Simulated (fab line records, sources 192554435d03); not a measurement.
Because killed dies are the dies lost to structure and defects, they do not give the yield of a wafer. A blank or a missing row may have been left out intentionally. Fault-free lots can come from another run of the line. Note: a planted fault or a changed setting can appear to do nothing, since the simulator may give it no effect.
fab line records	flow n5_finfet
record: lots: 7	wafers: 21
route steps=1938 shown SD_EPI_N@288 SD_ACTIVATION@330 SDB@348 HKMG_FIN@392 GATE_CUT@480
start_h: the number of hours between the record's first day and the start of the first shown wafer of the lot	wait_h: time in hours since the lot's previous step	" the same as in the row above	L1.1+2: several wafers, shown together as one row	- no value, or no start was given	* or withheld: withheld	< > ~ a bound
route shown NAME@n: a module of which the file shows steps, and the number in the route of the first	usual: mean and standard deviation over wafers with no fault	same: alike in all rows	chamber/n: place in a boat	sites: the reading at each site	_std_site: standard deviation across them	_edge_site: the outer-site mean with the inner-site mean subtracted	radius_mm: for every site, how far away it sits from the centre of the wafer	mask NAME#n: copy n	behind: the last tool/chamber to shape the wafer	hold: why the lot went on hold/how many hours it stayed there/how the hold came to an end	device: transistor that didn't switch, given as n, p or np	end of line: at the end of the route, the tests of the same wafers	step lacking rows: just its recipe	killed: at the first sort, the dies lost to defects and structure; wafer yield is something else	map: a wafer's dies, x killed, . not, _ none there
set.NAME: setting as actually run; set.NAME@STEP: the setting as run at that earlier step	model.NAME: the simulator's own value behind a step, which no gauge read
lots run with intentionally changed settings; tables by step, rows by wafer
== steps ==
step: N5_SD_EPI_N_EPI_21
recipe: material: Si:P	dopant: P	temp_c: 680	pressure_torr: 255	time_s: 690
lot.wafer	tool	chamber	start_h	wait_h	set.epi_growth_time_s	model.Si-P_of_SD_EPI_N_EPI_21.thk_nm
L074.2	epi_rpcvd-01	0	51.81	0.4	690	58.8
L074.3	"	0	"	"	690	59.2
L074.4	"	0	"	"	690	58.4
L085.2	epi_rpcvd-02	0	117.31	0.4	690	59.8
L085.3	"	0	"	"	620.8	55
L085.4	"	0	"	"	620.8	55.6
L086.1	epi_rpcvd-04	0	125.10	0.3	690	58.2
L086.4	"	0	126.59	1.6	649.7	56.6
L086.6	"	0	127.59	2.5	690	58.8
L088.3	epi_rpcvd-01	0	135.47	0.9	690	57.6
L088.4	"	0	"	"	690	58.2
L088.5	"	0	"	"	690	58
L091.1	epi_rpcvd-02	0	153.99	0.1	690	59.4
L091.4	"	0	"	"	690	59
L091.5	"	0	"	"	690	58.6
L092.3	epi_rpcvd-04	0	159.73	0.9	690	58
L092.5	"	0	"	"	690	58.8
L092.6	"	0	"	"	690	58.2
L095.2	epi_rpcvd-04	0	181.16	0.4	690	58.4
L095.3	"	0	"	"	690	59.6
L095.5	"	0	"	"	690	59.2
step: N5_SD_EPI_N_PRECLEAN_24
recipe: chemistry: O3/DIW	time_s: 60	temp_c: 22	o3_ppm: 10
step: N5_SD_ACTIVATION_RTA_00
recipe: temp_c: 975	time_s: 0	ambient: N2	idle_temp_c: 600	ramp_up_c_per_s: 150	ramp_down_c_per_s: 60	cool_to_c: 600
step: N5_SD_ACTIVATION_LSA_01
recipe: temp_c: 1080	time_s: 0.0008	ambient: N2
step: N5_SD_ACTIVATION_RS_MEAS_03
recipe: thk_meas_gauge: four-point-probe
usual: RS_SD_N: 21.89/0.28	RS_SD_P: 56.2/0.9
lot.wafer	tool	chamber	start_h	wait_h	set.epi_growth_time_s@SD_EPI_N_EPI_21	RS_SD_N[ohm/sq]	RS_SD_P[ohm/sq]
L074.2	film_metro-02	-	58.54	0.2	690	21.95	56.8
L074.3	"	-	"	"	690	21.67	56.5
L074.4	"	-	"	"	690	22.02	56.6
L085.2	film_metro-01	-	124.96	0.2	690	21.75	56.2
L085.3	"	-	"	"	620.8	23.26	55.9
L085.4	"	-	"	"	620.8	23.54	55.1
L086.1	film_metro-02	-	134.52	0.2	690	22.13	55.7
L086.4	"	-	"	"	649.7	22.81	56.0
L086.6	"	-	"	"	690	21.88	55.9
L088.3	film_metro-01	-	142.15	0.2	690	22.46	56.1
L088.4	"	-	"	"	690	22.06	56.4
L088.5	"	-	"	"	690	22.26	56.2
L091.1	film_metro-01	-	160.90	0.2	690	22.04	58.3
L091.4	"	-	"	"	690	22.19	57.2
L091.5	"	-	"	"	690	21.89	57.9
L092.3	film_metro-01	-	166.49	0.2	690	22.32	55.2
L092.5	"	-	"	"	690	21.81	56.4
L092.6	"	-	"	"	690	22.15	55.9
L095.2	film_metro-01	-	187.68	0.2	690	22.47	55.4
L095.3	"	-	"	"	690	21.89	56.1
L095.5	"	-	"	"	690	22.03	55.3
step: N5_SDB_COAT_03
recipe: resist: SOC	temp_c: 250	time_s: 60	spin_rpm: 1500	resist_thk_nm: 100
lot.wafer	tool	chamber	start_h	wait_h	set.spin_rpm	model.SOC_of_SDB_COAT_03.thk_nm
L074.2	litho_track-05	0	65.58	0.1	1500	99.8
L074.3	"	0	"	"	1500	100.2
L074.4	"	0	"	"	1619	96.4
L085.2	litho_track-01	0	131.71	0.1	1570	97.4
L085.3	"	0	"	"	1500	99.6
L085.4	"	0	"	"	1500	99.8
L086.1	litho_track-01	0	141.81	0.1	1500	99.6
L086.4	"	0	"	"	1417	102.4
L086.6	"	0	"	"	1417	102.2
L088.3	litho_track-01	0	148.84	0.1	1500	99.8
L088.4	"	0	"	"	1500	100.4
L088.5	"	0	"	"	1500	100
L091.1+4	litho_track-03	0	167.92	0.1	1500	100.2
L091.5	"	0	"	"	1500	100
L092.3	litho_track-03	0	173.85	0.1	1551	98.2
L092.5	"	0	"	"	1551	98.4
L092.6	"	0	"	"	1500	100.2
L095.2	litho_track-05	0	194.55	0.1	1500	100.2
L095.3	"	0	"	"	1500	99.8
L095.5	"	0	"	"	1573	97.8
step: N5_SDB_EXPOSE_08
recipe: mask_id: SDB	na: 1.35	source_shape: conventional	sigma_outer: 0.5	polarization: unpolarized	dose_mj: 49.6
lot.wafer	tool	chamber	start_h	wait_h	mask	set.dose_mj
L074.2+3	arfi_scanner-02	0	65.71	-	SDB#0	50.83
L074.4	"	0	"	"	SDB#0	49.6
L085.2+3	arfi_scanner-01	0	131.83	-	SDB#0	48.6
L085.4	"	0	"	"	SDB#0	49.6
L086.1	arfi_scanner-01	0	141.93	-	SDB#0	49.6
L086.4+6	"	0	"	"	SDB#0	52.43
L088.3+4+5	arfi_scanner-02	0	149.09	-	SDB#0	49.6
L091.1+4+5	arfi_scanner-03	0	168.16	-	SDB#0	49.6
L092.3+6	arfi_scanner-03	0	173.98	-	SDB#0	52.14
L092.5	"	0	"	"	SDB#0	49.6
L095.2+5	arfi_scanner-02	0	194.80	-	SDB#0	52.47
L095.3	"	0	"	"	SDB#0	49.6
step: N5_SDB_PEB_09
recipe: peb_temp_c: withheld	peb_time_s: 60	resist: CAR-ArF
step: N5_SDB_DEVELOP_10
recipe: develop_time_s: 30	developer: TMAH	resist: CAR-ArF	rinse_liquid: diw	dry: air_spin	dev_temp_c: 23
step: N5_SDB_CD_MEAS_11
recipe: target_cd_nm: 50	landing_energy_ev: 500	detector: se_inlens	polarity: opening
usual: cd_nm: 50.9/1.3
lot.wafer	tool	chamber	start_h	wait_h	set.dose_mj@SDB_EXPOSE_08	cd_nm
L074.2	cd_sem-02	0	65.83	-	50.83	51.7
L074.3	"	0	"	"	50.83	53.6
L074.4	"	0	"	"	49.6	49.1
L085.2	cd_sem-03	0	131.95	-	48.6	49.5
L085.3	"	0	"	"	48.6	49.1
L085.4	"	0	"	"	49.6	51.5
L086.1	cd_sem-01	0	142.05	-	49.6	51.8
L086.4	"	0	"	"	52.43	57.7
L086.6	"	0	"	"	52.43	57.9
L088.3	cd_sem-01	0	149.21	-	49.6	51.0
L088.4	"	0	"	"	49.6	49.9
L088.5	"	0	"	"	49.6	51.9
L091.1	cd_sem-03	0	168.29	-	49.6	49.2
L091.4	"	0	"	"	49.6	49.6
L091.5	"	0	"	"	49.6	49.4
L092.3	cd_sem-02	0	174.10	-	52.14	60.0
L092.5	"	0	"	"	49.6	51.7
L092.6	"	0	"	"	52.14	56.8
L095.2	cd_sem-02	0	194.92	-	52.47	59.1
L095.3	"	0	"	"	49.6	50.4
L095.5	"	0	"	"	52.47	58.2
step: N5_SDB_DESCUM_16
recipe: chemistry: O2	time_s: 7.9	source_power_w: 50	bias_power_w: 20	pressure_mtorr: 20	rf_frequency_hz: 2.712e+07	temp_c: 40	resist: CAR-ArF	o2_flow_sccm: 225
step: N5_SDB_ETCH_17
recipe: chemistry: CF4	target: SiARC	target_depth_a: 234	mask_material: CAR-ArF	time_s: 39	ion_energy_ev: 80	pressure_mtorr: 40	source_w: 545	bias_w: 36	Ar_flow_sccm: 100	cf4_flow_sccm: 100	ends: cleared
step: N5_SDB_ETCH_18
recipe: chemistry: N2/H2	target: SOC	target_depth_a: 1000	overetch_a: 200	mask_material: SiARC	temp_c: 40	time_s: 150	ion_energy_ev: 200	pressure_mtorr: 30	source_w: 840	bias_w: 150	n2_flow_sccm: 200	h2_flow_sccm: 200
lot.wafer	tool	chamber	start_h	wait_h	set.spin_rpm@SDB_COAT_03	model.etch.depth_nm
L074.2	rie_diel-05	3	65.98	0.0	1500	99.83
L074.3	"	2	"	"	1500	100.1
L074.4	"	2	"	"	1619	96.35
L085.2	rie_diel-01	0	132.27	0.0	1570	97.47
L085.3	"	1	"	"	1500	99.59
L085.4	"	3	"	"	1500	99.7
L086.1	rie_diel-01	2	142.21	0.0	1500	99.68
L086.4	"	2	"	"	1417	102.3
L086.6	"	3	"	"	1417	102.2
L088.3	rie_diel-03	0	149.37	0.0	1500	99.88
L088.4	"	2	"	"	1500	100.3
L088.5	"	2	"	"	1500	100.1
L091.1+4+5	rie_diel-05	3,2,1	168.46	0.0	1500	100.1
L092.3	rie_diel-05	3	174.25	0.0	1551	98.25
L092.5	"	0	"	"	1551	98.45
L092.6	"	1	"	"	1500	100.2
L095.2	rie_diel-03	3	195.08	0.0	1500	100.2
L095.3	"	2	"	"	1500	99.74
L095.5	"	2	"	"	1573	97.82
step: N5_SDB_STRIP_19
recipe: chemistry: N2/H2	temp_c: 40	n2_flow_sccm: 200	h2_flow_sccm: 200	rf_frequency_hz: 6e+07
step: N5_SDB_STRIP_21
recipe: chemistry: CF4	resist: SiARC	power_w: 300	bias_power_w: 75	pressure_mtorr: 50	cf4_flow_sccm: 150	rf_frequency_hz: 6e+07
step: N5_SDB_HM_OPEN_20
recipe: chemistry: CH3F/O2	target: SiNx	mask_material: SOC	target_depth_a: 240	stop_on: poly-Si	over_etch_frac: 0.4	ion_energy_ev: 120	pressure_mtorr: 30	source_w: 395	bias_w: 73	Ar_flow_sccm: 150	CH3F_flow_sccm: 30	O2_flow_sccm: 20
lot.wafer	tool	chamber	start_h	wait_h	set.spin_rpm@SDB_COAT_03	model.SOC_of_SDB_COAT_03.thk_nm
L074.2	rie_diel-05	3	66.14	0.0	1500	83.8
L074.3	"	2	"	"	1500	84.4
L074.4	"	2	"	"	1619	80.6
L085.2	rie_diel-01	0	132.43	0.0	1570	82
L085.3	"	1	"	"	1500	83.4
L085.4	"	3	"	"	1500	83.8
L086.1	rie_diel-01	2	142.37	0.0	1500	84.2
L086.4	"	2	"	"	1417	86.8
L086.6	"	3	"	"	1417	86.4
L088.3	rie_diel-03	0	149.52	0.0	1500	84.2
L088.4	"	2	"	"	1500	83.8
L088.5	"	2	"	"	1500	83.4
L091.1	rie_diel-05	3	168.61	0.0	1500	84
L091.4+5	"	2,1	"	"	1500	84.2
L092.3	rie_diel-05	3	174.41	0.0	1551	82
L092.5	"	0	"	"	1551	82.4
L092.6	"	1	"	"	1500	84.2
L095.2	rie_diel-03	3	195.24	0.0	1500	84.8
L095.3	"	2	"	"	1500	82.8
L095.5	"	2	"	"	1573	81
step: N5_SDB_STRIP_22
recipe: chemistry: N2/H2	power_w: 1000	temp_c: 250	h2_frac: 0.65	overash_fraction: 0.3	pressure_mtorr: withheld	n2_flow_sccm: 1750	h2_flow_sccm: 3250
usual: strip_time_to_endpoint_s: 96.3/0.42
lot.wafer	tool	chamber	start_h	wait_h	set.spin_rpm@SDB_COAT_03	strip_time_to_endpoint_s
L074.2	plasma_asher-01	1	66.22	0.1	1500	96.1
L074.3	"	0	"	"	1500	96.6
L074.4	"	1	"	"	1619	93.1
L085.2	plasma_asher-01	0	132.51	0.1	1570	94.4
L085.3	"	0	"	"	1500	95.7
L085.4	"	1	"	"	1500	96.0
L086.1	plasma_asher-01	0	142.45	0.1	1500	96.4
L086.4	"	0	"	"	1417	98.9
L086.6	"	1	"	"	1417	98.4
L088.3	plasma_asher-02	1	149.64	0.1	1500	96.4
L088.4	"	0	"	"	1500	96.0
L088.5	"	1	"	"	1500	95.7
L091.1	plasma_asher-02	1	168.83	0.2	1500	96.1
L091.4	"	0	"	"	1500	96.5
L091.5	"	1	"	"	1500	96.4
L092.3	plasma_asher-02	1	174.78	0.3	1551	94.3
L092.5	"	1	"	"	1551	94.7
L092.6	"	0	"	"	1500	96.4
L095.2	plasma_asher-01	0	195.32	0.1	1500	97.0
L095.3	"	1	"	"	1500	95.1
L095.5	"	0	"	"	1573	93.4
step: N5_HKMG_FIN_COAT_43
recipe: resist: CAR-ArF	spin_rpm: 1500	resist_thk_nm: 90
lot.wafer	tool	chamber	start_h	wait_h	set.spin_rpm	model.CAR-ArF_of_HKMG_FIN_COAT_43.thk_nm
L074.2	litho_track-04	0	-	-	1500	90.6
L074.3	"	0	"	"	1500	90.2
L074.4	"	0	"	"	1396	93.8
L085.2	litho_track-04	0	-	-	1597	87
L085.3	"	0	"	"	1500	90
L085.4	"	0	"	"	1597	87.4
L086.1+4	litho_track-04	0	-	-	1572	87.8
L086.6	"	0	"	"	1500	89.6
L088.3	litho_track-05	0	-	-	1500	90.2
L088.4	"	0	"	"	1500	90
L088.5	"	0	"	"	1376	93.8
L091.1	litho_track-05	0	-	-	1500	89.4
L091.4	"	0	"	"	1500	89.6
L091.5	"	0	"	"	1500	89
L092.3	litho_track-04	0	-	-	1500	90
L092.5	"	0	"	"	1553	88.4
L092.6	"	0	"	"	1553	88.6
L095.2	litho_track-04	0	-	-	1500	89.8
L095.3	"	0	"	"	1603	86.6
L095.5	"	0	"	"	1603	87
step: N5_HKMG_FIN_EBR_45
recipe: solvent: PGMEA	ebr_width_mm: 1.5
step: N5_HKMG_FIN_SOFTBAKE_44
recipe: temp_c: 110	time_s: 60	resist: CAR-ArF
step: N5_HKMG_FIN_EXPOSE_46
recipe: mask_id: NDIPOLE	na: 1.35	source_shape: conventional	sigma_outer: 0.8	polarization: unpolarized	dose_mj: 40
step: N5_HKMG_FIN_PEB_47
recipe: peb_temp_c: withheld	peb_time_s: 60	resist: CAR-ArF
step: N5_HKMG_FIN_DEVELOP_48
recipe: develop_time_s: 30	developer: TMAH	resist: CAR-ArF	rinse_liquid: diw	dry: air_spin	dev_temp_c: 23
lot.wafer	tool	chamber	start_h	wait_h	set.spin_rpm@HKMG_FIN_COAT_43	model.CAR-ArF_of_HKMG_FIN_COAT_43.thk_nm
L074.2	litho_track-04	0	-	-	1500	88.8
L074.3	"	0	"	"	1500	88.6
L074.4	"	0	"	"	1396	92
L085.2	litho_track-02	0	-	-	1597	85.2
L085.3	"	0	"	"	1500	88.2
L085.4	"	0	"	"	1597	85.6
L086.1	litho_track-05	0	-	-	1572	86.2
L086.4	"	0	"	"	1572	86
L086.6	"	0	"	"	1500	87.8
L088.3	litho_track-05	0	-	-	1500	88.4
L088.4	"	0	"	"	1500	88.2
L088.5	"	0	"	"	1376	92.2
L091.1	litho_track-04	0	-	-	1500	87.8
L091.4	"	0	"	"	1500	88
L091.5	"	0	"	"	1500	87.4
L092.3	litho_track-02	0	-	-	1500	88.4
L092.5+6	"	0	"	"	1553	86.8
L095.2	litho_track-02	0	-	-	1500	88.2
L095.3	"	0	"	"	1603	85
L095.5	"	0	"	"	1603	85.2
step: N5_HKMG_FIN_DESCUM_53
recipe: chemistry: O2	time_s: 7.9	source_power_w: 50	bias_power_w: 20	pressure_mtorr: 20	rf_frequency_hz: 2.712e+07	temp_c: 40	resist: CAR-ArF	o2_flow_sccm: 225
lot.wafer	tool	chamber	start_h	wait_h	set.spin_rpm@HKMG_FIN_COAT_43	model.CAR-ArF_of_HKMG_FIN_COAT_43.thk_nm
L074.2	rie_diel-01	3	72.03	0.3	1500	84
L074.3	"	0	"	"	1500	83.8
L074.4	"	2	"	"	1396	87.2
L085.2	rie_diel-01	1	137.97	0.0	1597	80.4
L085.3	"	0	"	"	1500	83.4
L085.4	"	3	"	"	1597	80.8
L086.1	rie_diel-01	3	148.02	0.2	1572	81.4
L086.4	"	3	"	"	1572	81.2
L086.6	"	2	"	"	1500	83
L088.3	rie_diel-01	3	154.94	0.2	1500	83.6
L088.4	"	1	"	"	1500	83.4
L088.5	"	2	"	"	1376	87.2
L091.1+4	rie_diel-01	0,1	174.28	0.0	1500	83
L091.5	"	3	"	"	1500	82.6
L092.3	rie_diel-05	0	180.95	0.9	1500	83.4
L092.5+6	"	3,2	"	"	1553	82
L095.2	rie_diel-03	1	200.84	0.0	1500	83.2
L095.3	"	2	"	"	1603	80.2
L095.5	"	0	"	"	1603	80.6
step: N5_GATE_CUT_COAT_27
recipe: resist: underlayer	temp_c: 205	time_s: 60	spin_rpm: 1500	resist_thk_nm: 10
lot.wafer	tool	chamber	start_h	wait_h	set.spin_rpm
L074.2	litho_track-01	0	-	-	1500
L074.3+4	"	0	"	"	1573
L085.2	litho_track-02	0	-	-	1453
L085.3+4	"	0	"	"	1500
L086.1+6	litho_track-03	0	-	-	1436
L086.4	"	0	"	"	1500
L088.3+4	litho_track-01	0	-	-	1422
L088.5	"	0	"	"	1500
L091.1+4+5	litho_track-02	0	-	-	1500
L092.3+5+6	litho_track-03	0	-	-	1500
L095.2+3+5	litho_track-01	0	-	-	1500
step: N5_GATE_CUT_EXPOSE_10
recipe: mask_id: GATE_CUT	na: 0.33	source_shape: annular	sigma_inner: 0.35	sigma_outer: 0.8	polarization: unpolarized	target_cd_nm: 20	dose_mj: 43.25
lot.wafer	tool	chamber	start_h	wait_h	mask	set.dose_mj
L074.2+4	euv_scanner-02	0	83.45	-	GATE_CUT#0	46.04
L074.3	"	0	"	"	GATE_CUT#0	43.25
L085.2+3+4	euv_scanner-02	0	151.28	-	GATE_CUT#0	45.3
L086.1+4+6	euv_scanner-01	0	159.64	-	GATE_CUT#0	43.25
L088.3	euv_scanner-01	0	166.15	-	GATE_CUT#0	41.73
L088.4+5	"	0	"	"	GATE_CUT#0	43.25
L091.1+4+5	euv_scanner-01	0	187.23	-	GATE_CUT#0	43.25
L092.3+5+6	euv_scanner-02	0	193.17	-	GATE_CUT#0	43.25
L095.2	euv_scanner-01	0	212.38	-	GATE_CUT#0	43.25
L095.3+5	"	0	"	"	GATE_CUT#0	45.59
step: N5_GATE_CUT_PEB_11
recipe: peb_temp_c: 100	peb_time_s: 60	resist: CAR-EUV
step: N5_GATE_CUT_DEVELOP_12
recipe: develop_time_s: 30	developer: TMAH	resist: CAR-EUV	rinse_liquid: surfactant_rinse	dry: air_spin	dev_temp_c: 23
step: N5_GATE_CUT_CD_MEAS_13
recipe: target_cd_nm: 20	landing_energy_ev: 500	detector: se_inlens
usual: cd_nm: 19.92/0.27
lot.wafer	tool	chamber	start_h	wait_h	set.dose_mj@GATE_CUT_EXPOSE_10	cd_nm
L074.2	cd_sem-02	0	83.58	-	46.04	21.36
L074.3	"	0	"	"	43.25	19.92
L074.4	"	0	"	"	46.04	21.25
L085.2	cd_sem-02	0	151.40	-	45.3	21.01
L085.3	"	0	"	"	45.3	20.94
L085.4	"	0	"	"	45.3	21.16
L086.1	cd_sem-01	0	159.77	-	43.25	20.15
L086.4	"	0	"	"	43.25	20.03
L086.6	"	0	"	"	43.25	20.18
L088.3	cd_sem-01	0	166.28	-	41.73	19.16
L088.4	"	0	"	"	43.25	19.67
L088.5	"	0	"	"	43.25	19.53
L091.1	cd_sem-03	0	187.36	-	43.25	19.98
L091.4	"	0	"	"	43.25	20.14
L091.5	"	0	"	"	43.25	20.13
L092.3	cd_sem-02	0	193.29	-	43.25	19.75
L092.5	"	0	"	"	43.25	20.05
L092.6	"	0	"	"	43.25	19.81
L095.2	cd_sem-03	0	212.50	-	43.25	19.90
L095.3	"	0	"	"	45.59	21.20
L095.5	"	0	"	"	45.59	21.19
step: N5_GATE_CUT_DESCUM_18
recipe: chemistry: O2	time_s: 7	source_power_w: 50	bias_power_w: 20	pressure_mtorr: 20	rf_frequency_hz: 2.712e+07	temp_c: 40	resist: CAR-EUV	o2_flow_sccm: 225
lot.wafer	tool	chamber	start_h	wait_h	set.dose_mj@GATE_CUT_EXPOSE_10	model.GATE_CUT.cd_nm
L074.2	rie_diel-02	2	83.70	0.0	46.04	21
L074.3	"	0	"	"	43.25	19.8
L074.4	"	3	"	"	46.04	21.2
L085.2+3	rie_diel-04	3,0	151.52	0.0	45.3	21
L085.4	"	1	"	"	45.3	21.2
L086.1	rie_diel-02	1	159.89	0.0	43.25	19.8
L086.4	"	3	"	"	43.25	19.6
L086.6	"	3	"	"	43.25	20
L088.3	rie_diel-06	1	166.40	0.0	41.73	19
L088.4	"	0	"	"	43.25	20
L088.5	"	3	"	"	43.25	19.8
L091.1+5	rie_diel-04	0,1	187.92	0.5	43.25	20.2
L091.4	"	3	"	"	43.25	20
L092.3+5	rie_diel-04	1,2	193.41	0.0	43.25	20
L092.6	"	1	"	"	43.25	19.8
L095.2	rie_diel-02	2	212.69	0.1	43.25	20
L095.3	"	1	"	"	45.59	20.8
L095.5	"	0	"	"	45.59	21.2
step: N5_GATE_CUT_ETCH_28
recipe: chemistry: N2/H2	target: underlayer	target_depth_a: 130	mask_material: CAR-EUV	time_s: 10.4	ion_energy_ev: 200	pressure_mtorr: 30	source_w: 840	bias_w: 150	n2_flow_sccm: 200	h2_flow_sccm: 200	ends: cleared
lot.wafer	tool	chamber	start_h	wait_h	set.spin_rpm@GATE_CUT_COAT_27	model.etch.depth_nm
L074.2	rie_diel-02	2	83.74	0.0	1500	10.01
L074.3	"	0	"	"	1573	9.759
L074.4	"	3	"	"	1573	9.757
L085.2	rie_diel-04	3	151.56	0.0	1453	10.13
L085.3+4	"	0,1	"	"	1500	9.98
L086.1+6	rie_diel-02	1,3	159.93	0.0	1436	10.21
L086.4	"	3	"	"	1500	10.01
L088.3+4	rie_diel-06	1,0	166.43	0.0	1422	10.29
L088.5	"	3	"	"	1500	10.02
L091.1	rie_diel-04	0	187.96	0.0	1500	10
L091.4	"	3	"	"	1500	9.97
L091.5	"	1	"	"	1500	9.961
L092.3	rie_diel-04	1	193.44	0.0	1500	10.06
L092.5	"	2	"	"	1500	10.08
L092.6	"	1	"	"	1500	10.07
L095.2	rie_diel-02	2	212.72	0.0	1500	10.01
L095.3	"	1	"	"	1500	10.02
L095.5	"	0	"	"	1500	10.04
== key ==
split: step: N5_SD_EPI_N_EPI_21	setting: epi_growth_time_s	stated: 690	by: wafer
response: step: N5_SD_EPI_N_EPI_21	reading: model.Si-P_of_SD_EPI_N_EPI_21.thk_nm	change: +0.417	per: 1%	r: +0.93
response: step: N5_SD_ACTIVATION_RS_MEAS_03	reading: RS_SD_N	change: -0.157	per: 1%	r: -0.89
split: step: N5_SDB_COAT_03	setting: spin_rpm	stated: 1500	by: wafer
response: step: N5_SDB_COAT_03	reading: model.SOC_of_SDB_COAT_03.thk_nm	change: -0.474	per: 1%	r: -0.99
response: step: N5_SDB_ETCH_18	reading: model.etch.depth_nm	change: -0.464	per: 1%	r: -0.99
response: step: N5_SDB_HM_OPEN_20	reading: model.SOC_of_SDB_COAT_03.thk_nm	change: -0.458	per: 1%	r: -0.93
response: step: N5_SDB_STRIP_22	reading: strip_time_to_endpoint_s	change: *	per: 1%	r: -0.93
split: step: N5_SDB_EXPOSE_08	setting: dose_mj	stated: 49.6	by: wafer
response: step: N5_SDB_CD_MEAS_11	reading: cd_nm	change: +1.27	per: 1%	r: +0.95
split: step: N5_HKMG_FIN_COAT_43	setting: spin_rpm	stated: 1500	by: wafer
response: step: N5_HKMG_FIN_COAT_43	reading: model.CAR-ArF_of_HKMG_FIN_COAT_43.thk_nm	change: -0.443	per: 1%	r: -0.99
response: step: N5_HKMG_FIN_DEVELOP_48	reading: model.CAR-ArF_of_HKMG_FIN_COAT_43.thk_nm	change: -0.45	per: 1%	r: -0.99
response: step: N5_HKMG_FIN_DESCUM_53	reading: model.CAR-ArF_of_HKMG_FIN_COAT_43.thk_nm	change: -0.431	per: 1%	r: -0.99
split: step: N5_GATE_CUT_COAT_27	setting: spin_rpm	stated: 1500	by: wafer
response: step: N5_GATE_CUT_ETCH_28	reading: model.etch.depth_nm	change: -0.0499	per: 1%	r: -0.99
split: step: N5_GATE_CUT_EXPOSE_10	setting: dose_mj	stated: 43.25	by: wafer
response: step: N5_GATE_CUT_CD_MEAS_13	reading: cd_nm	change: +0.211	per: 1%	r: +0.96
response: step: N5_GATE_CUT_DESCUM_18	reading: model.GATE_CUT.cd_nm	change: +0.204	per: 1%	r: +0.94
